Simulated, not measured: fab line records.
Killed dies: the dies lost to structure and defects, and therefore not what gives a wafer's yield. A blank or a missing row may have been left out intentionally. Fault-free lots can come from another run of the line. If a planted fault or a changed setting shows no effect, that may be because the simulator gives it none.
Chamber matching + flow nand-harc + NHARC_A_CHANNEL_FILL_D1_ALD_25 on ald-hk-03: 4 sister chambers
The step deposits SiOx, target thk 60 nm, pulse time 10 s, ald cycles 600. 4 wafers are shown with their chamber, then 9 later ones without.

WAFERS PAIRED WITH THEIR CHAMBERS
| wafer  | chamber | heater-power-w (W) |
|--------|---------|--------------------|
| L079.4 | 0       | 472                |
| L082.5 | 2       | 499                |
| L084.2 | 3       | 516                |
| L084.6 | 1       | 478                |

WAFERS WHOSE CHAMBER IS MISSING
| wafer  | heater-power-w (W) |
|--------|--------------------|
| L087.2 | 473                |
| L087.3 | 469                |
| L087.5 | 516                |
| L086.3 | 471                |
| L086.5 | 470                |
| L086.6 | 473                |
| L096.2 | 485                |
| L096.3 | 453                |
| L096.6 | 492                |

THE CHAMBER EACH PASSED THROUGH
| wafer  | from the rows above          | in truth |
|--------|------------------------------|----------|
| L087.2 | can't be placed: 0 or 1      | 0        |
| L087.3 | can't be placed: 0 or 1      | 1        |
| L087.5 | 3                            | 3        |
| L086.3 | can't be placed: 0 or 1      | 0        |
| L086.5 | can't be placed: 0 or 1      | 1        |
| L086.6 | can't be placed: 0 or 1      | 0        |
| L096.2 | can't be placed: 1 or 0 or 2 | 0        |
| L096.3 | can't be placed: 0 or 1      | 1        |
| L096.6 | can't be placed: 2 or 1 or 0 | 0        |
Correctly placed: 1 of 9. Cannot be placed on the basis of these rows: 8; the candidates contain the true chamber in 8. Placed wrongly: 0.
How it was worked out, from the rows above alone: a wafer's distance from a chamber is the root of the sum, over the readings, of the square of ((its reading less the chamber's mean) divided by the reading's scatter). If the next closest chamber is less than 2 further off than the closest, the wafer can't be placed; otherwise it belongs to the closest. Each chamber's mean is taken over the wafers shown for it. The scatter: with one shown wafer a chamber, the root of the mean of the squares of how far each hidden wafer lies from its nearest shown one.
